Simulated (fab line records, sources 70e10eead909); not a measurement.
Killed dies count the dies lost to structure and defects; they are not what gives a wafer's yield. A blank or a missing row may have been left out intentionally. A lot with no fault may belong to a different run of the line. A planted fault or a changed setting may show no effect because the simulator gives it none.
fab line records -- flow nandHarc -- part 1 of 2: steps 1 to 15 of 25
[record] lots = 5, wafers = 15, lastDay = 31
route steps=1302 shown A_STAIRCASE@730
lots that met no fault: from a run of the same line without faults
startH: start of the lot's first displayed wafer, in hours after the record's first day -- waitH: hours from the lot's prior step to this one -- " repeats the value in the row above -- L1.1+2: one row covering several wafers at once -- - no value, or no start given -- * or withheld: withheld -- < > ~ a bound
route shown NAME@n: a module of which the file shows steps, and the number in the route of the first -- usual: mean/standard deviation of fault-free wafers -- same: alike in all rows -- chamber/n: place in a boat -- sites: per-site readings -- _std_site: how widely they spread, as a standard deviation -- _edge_site: outer sites' mean less inner sites' -- radiusMm: for every site, how far away it sits from the centre of the wafer -- mask NAME#n: copy n -- behind: the most recent tool/chamber to have shaped the wafer -- hold: reason for holding the lot/hours on hold/outcome of the hold -- device: the n, p or np transistor that did not switch -- end of line: the route-end tests of the same wafers -- a step given without rows: its recipe and nothing more -- killed: dies lost to structure and defects at the first sort, not the wafer's yield -- map: the dies of a wafer, with x for killed, . for not killed, _ for no die there
set.NAME: the setting that was run; set.NAME@STEP: the one run at that earlier step -- model.NAME: the simulator's own value behind a step, which no gauge read
lots at some steps of the route; a table a step, a row a wafer
services: from which hour (startH, from the record's first day; less than 0 if before it) a tool's chamber was out of use, for how many hours, and why
[[steps]]
[step NHARC_A_STAIRCASE_DEVELOP_216]
[recipe] timeS = 140
[usual] resistLineTempC = 23.00/0.1
lot.wafer,tool,chamber,startH,waitH,resistLineTempC
L076.1,lithoTrack-03,0,-,-,23.01
L076.3,lithoTrack-03,0,-,-,23.18
L076.5,lithoTrack-03,0,-,-,22.98
L082.1,lithoTrack-02,0,-,-,22.94
L082.3,lithoTrack-02,0,-,-,23.05
L082.5,lithoTrack-02,0,-,-,23.05
L083.3,lithoTrack-03,0,-,-,22.72
L083.4,lithoTrack-03,0,-,-,22.93
L083.5,lithoTrack-03,0,-,-,22.90
L086.1,lithoTrack-02,0,-,-,23.18
L086.3,lithoTrack-02,0,-,-,23.24
L086.4,lithoTrack-02,0,-,-,23.16
L091.2,lithoTrack-07,0,-,-,22.96
L091.4,lithoTrack-07,0,-,-,23.10
L091.5,lithoTrack-07,0,-,-,22.98
[step NHARC_A_STAIRCASE_HARDBAKE_218]
[recipe] tempC = 120, timeS = 140
[usual] resistLineTempC = 22.98/0.11
lot.wafer,tool,chamber,startH,waitH,resistLineTempC
L076.1,lithoTrack-03,0,374.49,-,22.99
L076.3,lithoTrack-03,0,374.49,-,22.89
L076.5,lithoTrack-03,0,374.49,-,22.95
L082.1,lithoTrack-03,0,443.16,-,23.28
L082.3,lithoTrack-03,0,443.16,-,23.02
L082.5,lithoTrack-03,0,443.16,-,23.08
L083.3,lithoTrack-03,0,458.78,-,22.84
L083.4,lithoTrack-03,0,458.78,-,22.93
L083.5,lithoTrack-03,0,458.78,-,23.12
L086.1,lithoTrack-02,0,466.52,-,23.02
L086.3,lithoTrack-02,0,466.52,-,23.04
L086.4,lithoTrack-02,0,466.52,-,23.09
L091.2,lithoTrack-02,0,540.18,-,22.94
L091.4,lithoTrack-02,0,540.18,-,23.13
L091.5,lithoTrack-02,0,540.18,-,22.88
[step NHARC_A_STAIRCASE_DESCUM_219]
[recipe] timeS = 3, o2FlowSccm = 200, arFlowSccm = 0, biasPowerW = 0, chemistry = O2
[usual] drypumpMotorCurrentA = 5.7/0.32, oesProductAu = 0.999/0.0084, rfVppV = 57.8/0.97, showerheadPlenumPTorr = 1.92/0.096, throttleValvePct = 11.312/0.0085
lot.wafer,tool,chamber,startH,waitH,drypumpMotorCurrentA,oesProductAu,rfHoursCounterH,rfVppV,showerheadPlenumPTorr,throttleValvePct
L076.3,rieDiel-01,0,374.59,-,5.6,1.001,56,58.0,1.87,11.315
L076.1,rieDiel-01,1,374.59,-,5.4,1.004,58,59.7,2.06,11.320
L076.5,rieDiel-01,0,374.59,-,5.6,1.002,-,56.9,1.87,11.314
L082.3,rieDiel-12,3,443.25,-,5.0,0.991,45,57.2,2.04,11.305
L082.1,rieDiel-12,1,443.25,-,5.7,0.986,58,57.8,2.04,11.330
L082.5,rieDiel-12,3,443.25,-,5.0,0.992,-,57.9,2.04,11.317
L083.3,rieDiel-13,2,458.87,-,6.0,0.989,39,58.7,2.03,11.311
L083.4,rieDiel-13,0,458.87,-,6.4,0.995,36,57.2,1.89,11.301
L083.5,rieDiel-13,2,458.87,-,6.0,0.990,-,57.7,2.03,11.324
L086.1,rieDiel-12,2,466.61,-,5.8,1.009,5,57.0,1.82,11.328
L086.4,rieDiel-12,3,466.61,-,5.0,1.005,5,58.8,2.04,11.321
L086.3,rieDiel-12,1,466.61,-,5.7,1.009,6,58.2,2.04,11.317
L091.4,rieDiel-12,0,540.28,-,5.7,0.999,28,56.4,1.82,11.312
L091.2,rieDiel-12,1,540.28,-,5.7,0.992,22,58.4,2.03,11.297
L091.5,rieDiel-12,3,540.28,-,5.0,0.998,-,58.9,2.04,11.311
[step NHARC_A_STAIRCASE_TRIM_220]
[recipe] timeS = 211.2, o2FlowSccm = 500, arFlowSccm = 0, biasW = 0, chemistry = O2
[usual] drypumpMotorCurrentA = 5.7/0.33, oesProductAu = 0.998/0.0074, rfVppV = 57.8/0.91, showerheadPlenumPTorr = 3.54/0.17, throttleValvePct = 17.035/0.0097
lot.wafer,tool,chamber,startH,waitH,drypumpMotorCurrentA,oesProductAu,rfHoursCounterH,rfVppV,showerheadPlenumPTorr,throttleValvePct
L076.1,rieDiel-01,3,374.66,0.1,5.8,1.007,51,56.2,3.38,17.011
L076.3,rieDiel-01,2,374.66,0.1,6.1,0.998,59,57.5,3.57,17.029
L076.5,rieDiel-01,3,374.66,0.1,5.8,1.019,-,57.2,3.38,17.033
L082.3,rieDiel-12,2,443.37,0.1,5.9,0.994,54,57.3,3.37,17.035
L082.1,rieDiel-12,3,443.37,0.1,5.0,0.989,45,58.5,3.75,17.052
L082.5,rieDiel-12,1,443.37,0.1,5.7,0.984,-,57.9,3.75,17.026
L083.4,rieDiel-13,3,458.95,0.1,5.9,1.007,38,57.5,3.36,17.042
L083.3,rieDiel-13,0,458.95,0.1,6.4,1.001,36,57.9,3.49,17.020
L083.5,rieDiel-13,0,458.95,0.1,6.4,0.988,-,58.4,3.49,17.040
L086.3,rieDiel-12,0,466.69,0.1,5.6,1.001,6,56.0,3.38,17.039
L086.1,rieDiel-12,2,466.69,0.1,5.8,1.001,5,57.3,3.37,17.040
L086.4,rieDiel-12,3,466.69,0.1,5.0,0.997,5,58.9,3.75,17.026
L091.2,rieDiel-12,1,540.35,0.1,5.7,1.006,22,57.8,3.73,17.033
L091.4,rieDiel-12,3,540.35,0.1,5.0,1.008,25,57.8,3.74,17.031
L091.5,rieDiel-12,1,540.35,0.1,5.7,1.003,-,58.3,3.73,17.044
[step NHARC_A_STAIRCASE_ETCH_221]
[recipe] targetDepthA = 1000, timeS = 40.5, ionEnergyEv = 400, c4f8FlowSccm = 20, o2FlowSccm = 10, arFlowSccm = withheld, rfW = 600, biasW = 1000, chemistry = C4F8/O2
[usual] oesProductAu = 0.943/0.013, rfFwdPowerW = 593/3.2, rfVppV = 896/6.1
lot.wafer,tool,chamber,startH,waitH,oesProductAu,rfFwdPowerW,rfHoursCounterH,rfVppV
L076.3,rieDiel-01,1,-,-,0.958,594,58,905
L076.1,rieDiel-01,2,-,-,0.960,595,59,896
L076.5,rieDiel-01,1,-,-,0.965,595,-,905
L082.1,rieDiel-12,2,-,-,0.959,588,54,890
L082.3,rieDiel-12,3,-,-,0.952,595,45,903
L082.5,rieDiel-12,1,-,-,0.947,590,-,904
L083.3,rieDiel-13,0,-,-,0.912,591,36,895
L083.4,rieDiel-13,2,-,-,0.921,598,39,902
L083.5,rieDiel-13,0,-,-,0.909,596,-,894
L086.4,rieDiel-12,3,-,-,0.961,592,5,904
L086.1,rieDiel-12,0,-,-,0.958,595,6,890
L086.3,rieDiel-12,1,-,-,0.959,592,6,902
L091.4,rieDiel-12,3,-,-,0.926,591,25,902
L091.2,rieDiel-12,0,-,-,0.947,596,28,890
L091.5,rieDiel-12,3,-,-,0.935,594,-,903
[step NHARC_A_STAIRCASE_TRIM_222]
[recipe] timeS = 211.2, o2FlowSccm = 500, arFlowSccm = 0, biasW = 0, chemistry = O2
[usual] drypumpMotorCurrentA = 5.7/0.33, oesProductAu = 0.998/0.0077, rfVppV = 57.8/1, showerheadPlenumPTorr = 3.54/0.17, throttleValvePct = 17.037/0.0087
lot.wafer,tool,chamber,startH,waitH,drypumpMotorCurrentA,oesProductAu,rfHoursCounterH,rfVppV,showerheadPlenumPTorr,throttleValvePct
L076.1,rieDiel-01,3,-,-,5.8,1.022,52,56.6,3.37,17.038
L076.3,rieDiel-01,0,-,-,5.6,1.004,56,57.7,3.45,17.057
L076.5,rieDiel-01,0,-,-,5.6,0.996,-,56.9,3.45,17.039
L082.3,rieDiel-12,2,-,-,5.9,0.998,54,57.8,3.37,17.035
L082.1,rieDiel-12,3,-,-,5.0,0.988,45,58.7,3.75,17.029
L082.5,rieDiel-12,3,-,-,5.0,1.009,-,58.7,3.75,17.037
L083.4,rieDiel-13,1,-,-,5.3,1.004,36,57.1,3.62,17.038
L083.3,rieDiel-13,3,-,-,5.9,0.983,38,57.5,3.36,17.035
L083.5,rieDiel-13,2,-,-,6.0,0.986,-,58.7,3.72,17.045
L086.1,rieDiel-12,0,-,-,5.6,0.995,6,55.4,3.38,17.035
L086.3,rieDiel-12,2,-,-,5.9,1.001,5,57.1,3.37,17.040
L086.4,rieDiel-12,3,-,-,5.0,0.995,5,59.2,3.75,17.036
L091.4,rieDiel-12,2,-,-,5.8,1.002,23,57.6,3.36,17.043
L091.2,rieDiel-12,1,-,-,5.7,1.001,23,58.8,3.73,17.039
L091.5,rieDiel-12,2,-,-,5.9,1.008,-,56.7,3.36,17.053
[step NHARC_A_STAIRCASE_ETCH_223]
[recipe] targetDepthA = 1000, timeS = 40.5, ionEnergyEv = 400, c4f8FlowSccm = 20, o2FlowSccm = 10, arFlowSccm = withheld, rfW = 600, biasW = 1000, chemistry = C4F8/O2
[usual] oesProductAu = 0.942/0.012, rfFwdPowerW = 593/3.1, rfVppV = 897/6.1
lot.wafer,tool,chamber,startH,waitH,oesProductAu,rfFwdPowerW,rfHoursCounterH,rfVppV
L076.3,rieDiel-01,2,-,-,0.950,593,59,898
L076.1,rieDiel-01,3,-,-,0.946,595,52,889
L076.5,rieDiel-01,2,-,-,0.949,594,-,897
L082.3,rieDiel-12,3,-,-,0.935,588,45,903
L082.1,rieDiel-12,1,-,-,0.953,592,58,905
L082.5,rieDiel-12,3,-,-,0.935,590,-,904
L083.3,rieDiel-13,1,-,-,0.930,594,36,900
L083.4,rieDiel-13,3,-,-,0.937,591,38,890
L083.5,rieDiel-13,1,-,-,0.933,594,-,900
L086.4,rieDiel-12,2,-,-,0.962,588,5,889
L086.1,rieDiel-12,0,-,-,0.944,594,7,890
L086.3,rieDiel-12,1,-,-,0.934,591,6,904
L091.2,rieDiel-12,3,-,-,0.941,594,25,902
L091.4,rieDiel-12,0,-,-,0.947,593,28,890
L091.5,rieDiel-12,0,-,-,0.955,593,-,890
[step NHARC_A_STAIRCASE_TRIM_224]
[recipe] timeS = 211.2, o2FlowSccm = 500, arFlowSccm = 0, biasW = 0, chemistry = O2
[usual] drypumpMotorCurrentA = 5.7/0.34, oesProductAu = 1.000/0.0076, rfVppV = 58.0/0.85, showerheadPlenumPTorr = 3.54/0.17, throttleValvePct = 17.037/0.009
lot.wafer,tool,chamber,startH,waitH,drypumpMotorCurrentA,oesProductAu,rfHoursCounterH,rfVppV,showerheadPlenumPTorr,throttleValvePct
L076.3,rieDiel-01,1,-,-,5.4,1.001,59,58.1,3.77,17.031
L076.1,rieDiel-01,3,-,-,5.8,1.012,52,56.5,3.38,17.014
L076.5,rieDiel-01,1,-,-,5.4,1.001,-,57.6,3.77,17.040
L082.1,rieDiel-12,3,-,-,5.0,0.998,45,60.1,3.75,17.054
L082.3,rieDiel-12,0,-,-,5.6,0.997,48,58.6,3.38,17.038
L082.5,rieDiel-12,2,-,-,5.9,0.983,-,58.1,3.37,17.036
L083.4,rieDiel-13,2,-,-,6.0,0.996,39,58.6,3.72,17.032
L083.3,rieDiel-13,1,-,-,5.3,1.005,37,57.0,3.62,17.020
L083.5,rieDiel-13,3,-,-,5.8,0.991,-,56.5,3.36,17.049
L086.3,rieDiel-12,2,-,-,5.8,1.003,5,58.1,3.37,17.033
L086.1,rieDiel-12,3,-,-,5.0,1.012,5,58.0,3.75,17.052
L086.4,rieDiel-12,0,-,-,5.6,0.995,7,57.7,3.38,17.039
L091.4,rieDiel-12,0,-,-,5.6,1.002,29,57.2,3.37,17.036
L091.2,rieDiel-12,2,-,-,5.9,0.994,23,56.1,3.36,17.027
L091.5,rieDiel-12,0,-,-,5.6,1.001,-,57.2,3.37,17.034
[step NHARC_A_STAIRCASE_ETCH_225]
[recipe] targetDepthA = 1000, timeS = 40.5, ionEnergyEv = 400, c4f8FlowSccm = 20, o2FlowSccm = 10, arFlowSccm = withheld, rfW = 600, biasW = 1000, chemistry = C4F8/O2
[usual] oesProductAu = 0.944/0.01, rfFwdPowerW = 593/3.3, rfVppV = 896/6.1
lot.wafer,tool,chamber,startH,waitH,oesProductAu,rfFwdPowerW,rfHoursCounterH,rfVppV
L076.1,rieDiel-01,2,-,-,0.976,593,59,898
L076.3,rieDiel-01,0,-,-,0.946,593,56,894
L076.5,rieDiel-01,1,-,-,0.955,595,-,904
L082.3,rieDiel-12,0,-,-,0.948,592,48,891
L082.1,rieDiel-12,2,-,-,0.942,586,54,890
L082.5,rieDiel-12,3,-,-,0.933,592,-,903
L083.4,rieDiel-13,2,-,-,0.925,593,39,902
L083.3,rieDiel-13,3,-,-,0.932,598,38,889
L083.5,rieDiel-13,2,-,-,0.927,593,-,903
L086.3,rieDiel-12,3,-,-,0.961,592,5,904
L086.1,rieDiel-12,1,-,-,0.934,592,7,903
L086.4,rieDiel-12,2,-,-,0.939,587,5,891
L091.4,rieDiel-12,2,-,-,0.954,587,23,889
L091.2,rieDiel-12,3,-,-,0.946,590,25,904
L091.5,rieDiel-12,1,-,-,0.962,591,-,903
[step NHARC_A_STAIRCASE_TRIM_226]
[recipe] timeS = 211.2, o2FlowSccm = 500, arFlowSccm = 0, biasW = 0, chemistry = O2
[usual] drypumpMotorCurrentA = 5.7/0.33, oesProductAu = 0.999/0.0075, rfVppV = 57.7/0.96, showerheadPlenumPTorr = 3.54/0.16, throttleValvePct = 17.038/0.0091
lot.wafer,tool,chamber,startH,waitH,drypumpMotorCurrentA,oesProductAu,rfHoursCounterH,rfVppV,showerheadPlenumPTorr,throttleValvePct
L076.1,rieDiel-01,1,-,-,5.4,1.003,59,59.4,3.77,17.027
L076.3,rieDiel-01,2,-,-,6.0,1.010,59,57.3,3.57,17.036
L076.5,rieDiel-01,0,-,-,5.6,0.993,-,56.3,3.45,17.036
L082.3,rieDiel-12,3,-,-,5.0,0.990,46,59.7,3.75,17.036
L082.1,rieDiel-12,0,-,-,5.6,0.998,48,56.6,3.38,17.054
L082.5,rieDiel-12,0,-,-,5.6,0.991,-,57.2,3.38,17.024
L083.4,rieDiel-13,0,-,-,6.4,0.991,36,56.3,3.49,17.052
L083.3,rieDiel-13,3,-,-,5.8,1.000,38,57.2,3.36,17.049
L083.5,rieDiel-13,1,-,-,5.2,0.999,-,56.3,3.62,17.034
L086.4,rieDiel-12,3,-,-,5.0,1.006,5,58.0,3.75,17.039
L086.3,rieDiel-12,0,-,-,5.6,0.997,7,55.9,3.38,17.044
L086.1,rieDiel-12,2,-,-,5.8,0.996,5,58.9,3.37,17.041
L091.4,rieDiel-12,1,-,-,5.7,0.996,23,59.5,3.73,17.025
L091.2,rieDiel-12,2,-,-,5.9,1.008,23,57.0,3.36,17.043
L091.5,rieDiel-12,1,-,-,5.7,1.004,-,56.7,3.73,17.027
[step NHARC_A_STAIRCASE_ETCH_227]
[recipe] targetDepthA = 1000, timeS = 40.5, ionEnergyEv = 400, c4f8FlowSccm = 20, o2FlowSccm = 10, arFlowSccm = withheld, rfW = 600, biasW = 1000, chemistry = C4F8/O2
[usual] oesProductAu = 0.940/0.0095, rfFwdPowerW = 593.1/2.8, rfVppV = 896/6
lot.wafer,tool,chamber,startH,waitH,oesProductAu,rfFwdPowerW,rfHoursCounterH,rfVppV
L076.3,rieDiel-01,3,-,-,0.947,593.4,52,891
L076.1,rieDiel-01,0,-,-,0.932,594.9,57,893
L076.5,rieDiel-01,3,-,-,0.939,593.2,-,892
L082.3,rieDiel-12,3,-,-,0.938,591.4,46,904
L082.1,rieDiel-12,0,-,-,0.941,594.5,48,890
L082.5,rieDiel-12,2,-,-,0.946,588.0,-,891
L083.4,rieDiel-13,0,-,-,0.925,592.8,36,894
L083.3,rieDiel-13,2,-,-,0.923,593.7,40,901
L083.5,rieDiel-13,1,-,-,0.925,595.1,-,900
L086.4,rieDiel-12,1,-,-,0.935,592.3,7,904
L086.1,rieDiel-12,2,-,-,0.942,586.7,5,887
L086.3,rieDiel-12,3,-,-,0.946,591.2,5,905
L091.2,rieDiel-12,0,-,-,0.943,593.7,29,891
L091.4,rieDiel-12,1,-,-,0.944,590.6,23,904
L091.5,rieDiel-12,1,-,-,0.943,591.8,-,903
[step NHARC_A_STAIRCASE_TRIM_229]
[recipe] timeS = 211.2, o2FlowSccm = 500, arFlowSccm = 0, biasW = 0, chemistry = O2
[usual] drypumpMotorCurrentA = 5.7/0.37, oesProductAu = 0.999/0.0082, rfVppV = 57.8/0.92, showerheadPlenumPTorr = 3.54/0.16, throttleValvePct = 17.037/0.0088
lot.wafer,tool,chamber,startH,waitH,drypumpMotorCurrentA,oesProductAu,rfHoursCounterH,rfVppV,showerheadPlenumPTorr,throttleValvePct
L076.3,rieDiel-13,0,375.69,0.1,6.4,0.992,8,57.0,3.51,17.035
L076.1,rieDiel-13,3,375.69,0.1,5.9,0.996,9,59.1,3.38,17.044
L076.5,rieDiel-13,1,375.69,0.1,5.3,1.009,-,58.7,3.63,17.039
L082.3,rieDiel-13,2,444.38,0.1,6.0,0.996,33,59.0,3.73,17.039
L082.1,rieDiel-13,0,444.38,0.1,6.4,1.002,31,57.7,3.50,17.021
L082.5,rieDiel-13,2,444.38,0.1,6.0,0.989,-,58.0,3.73,17.036
L083.4,rieDiel-13,3,460.03,0.1,5.8,0.999,39,58.5,3.36,17.051
L083.3,rieDiel-13,1,460.03,0.1,5.3,0.997,37,57.2,3.62,17.040
L083.5,rieDiel-13,3,460.03,0.1,5.8,1.002,-,57.1,3.36,17.038
L086.4,rieDiel-12,3,467.77,0.1,5.0,1.007,5,57.4,3.75,17.022
L086.3,rieDiel-12,1,467.77,0.1,5.7,1.007,7,58.3,3.74,17.034
L086.1,rieDiel-12,2,467.77,0.1,5.8,0.997,5,58.6,3.37,17.045
L091.4,rieDiel-12,2,541.52,0.1,5.8,1.014,24,57.3,3.36,17.050
L091.2,rieDiel-12,0,541.52,0.1,5.6,1.006,29,59.1,3.37,17.047
L091.5,rieDiel-12,1,541.52,0.1,5.7,0.997,-,58.3,3.73,17.053
[step NHARC_A_STAIRCASE_ETCH_230]
[recipe] targetDepthA = 1000, timeS = 40.5, ionEnergyEv = 400, c4f8FlowSccm = 20, o2FlowSccm = 10, arFlowSccm = withheld, rfW = 600, biasW = 1000, chemistry = C4F8/O2
[usual] oesProductAu = 0.947/0.018, rfFwdPowerW = 593/3.1, rfVppV = 896/5.8
lot.wafer,tool,chamber,startH,waitH,oesProductAu,rfFwdPowerW,rfHoursCounterH,rfVppV
L076.3,rieDiel-13,1,-,-,0.962,597,10,898
L076.1,rieDiel-13,2,-,-,0.983,597,12,904
L076.5,rieDiel-13,0,-,-,0.948,595,-,896
L082.3,rieDiel-13,3,-,-,0.973,593,34,890
L082.1,rieDiel-13,0,-,-,0.965,591,31,894
L082.5,rieDiel-13,0,-,-,0.962,592,-,895
L083.3,rieDiel-13,1,-,-,0.942,593,37,901
L083.4,rieDiel-13,2,-,-,0.932,596,40,903
L083.5,rieDiel-13,3,-,-,0.923,595,-,891
L086.3,rieDiel-12,0,-,-,0.938,595,7,890
L086.4,rieDiel-12,1,-,-,0.950,592,7,904
L086.1,rieDiel-12,3,-,-,0.925,594,5,903
L091.2,rieDiel-12,2,-,-,0.956,588,24,890
L091.4,rieDiel-12,3,-,-,0.963,593,26,903
L091.5,rieDiel-12,1,-,-,0.959,591,-,902
[step NHARC_A_STAIRCASE_TRIM_231]
[recipe] timeS = 211.2, o2FlowSccm = 500, arFlowSccm = 0, biasW = 0, chemistry = O2
[usual] drypumpMotorCurrentA = 5.7/0.37, oesProductAu = 0.998/0.0082, rfVppV = 57.8/0.91, showerheadPlenumPTorr = 3.55/0.16, throttleValvePct = 17.037/0.01
lot.wafer,tool,chamber,startH,waitH,drypumpMotorCurrentA,oesProductAu,rfHoursCounterH,rfVppV,showerheadPlenumPTorr,throttleValvePct
L076.1,rieDiel-13,0,-,-,6.4,0.983,8,55.8,3.51,17.051
L076.3,rieDiel-13,1,-,-,5.2,0.996,10,58.1,3.63,17.043
L076.5,rieDiel-13,0,-,-,6.4,1.000,-,55.9,3.51,17.054
L082.3,rieDiel-13,1,-,-,5.3,0.992,30,57.2,3.62,17.035
L082.1,rieDiel-13,3,-,-,5.8,0.986,34,58.1,3.37,17.040
L082.5,rieDiel-13,1,-,-,5.2,1.004,-,57.1,3.62,17.042
L083.4,rieDiel-13,2,-,-,6.0,0.986,40,59.1,3.72,17.042
L083.3,rieDiel-13,1,-,-,5.2,0.994,37,56.9,3.62,17.038
L083.5,rieDiel-13,3,-,-,5.9,0.992,-,56.6,3.36,17.034
L086.4,rieDiel-12,2,-,-,5.9,0.999,5,55.9,3.37,17.043
L086.3,rieDiel-12,0,-,-,5.6,0.999,7,57.7,3.38,17.035
L086.1,rieDiel-12,1,-,-,5.7,1.002,7,58.6,3.74,17.057
L091.2,rieDiel-12,3,-,-,5.0,1.023,26,57.7,3.74,17.023
L091.4,rieDiel-12,0,-,-,5.6,1.005,29,56.7,3.37,17.037
L091.5,rieDiel-12,0,-,-,5.6,1.003,-,58.7,3.37,17.010
[step NHARC_A_STAIRCASE_ETCH_232]
[recipe] targetDepthA = 1000, timeS = 40.5, ionEnergyEv = 400, c4f8FlowSccm = 20, o2FlowSccm = 10, arFlowSccm = withheld, rfW = 600, biasW = 1000, chemistry = C4F8/O2
[usual] oesProductAu = 0.944/0.012, rfFwdPowerW = 593/3.2, rfVppV = 896/6
lot.wafer,tool,chamber,startH,waitH,oesProductAu,rfFwdPowerW,rfHoursCounterH,rfVppV
L076.3,rieDiel-13,2,-,-,0.936,594,12,903
L076.1,rieDiel-13,1,-,-,0.936,596,10,900
L076.5,rieDiel-13,2,-,-,0.938,596,-,904
L082.1,rieDiel-13,0,-,-,0.970,591,31,895
L082.3,rieDiel-13,1,-,-,0.951,598,30,899
L082.5,rieDiel-13,3,-,-,0.962,594,-,890
L083.4,rieDiel-13,0,-,-,0.938,596,37,895
L083.3,rieDiel-13,1,-,-,0.939,595,37,898
L083.5,rieDiel-13,2,-,-,0.923,595,-,902
L086.3,rieDiel-12,3,-,-,0.935,590,5,902
L086.4,rieDiel-12,0,-,-,0.931,589,7,891
L086.1,rieDiel-12,1,-,-,0.924,589,7,904
L091.2,rieDiel-12,3,-,-,0.951,591,26,906
L091.4,rieDiel-12,0,-,-,0.956,593,29,891
L091.5,rieDiel-12,0,-,-,0.957,593,-,889
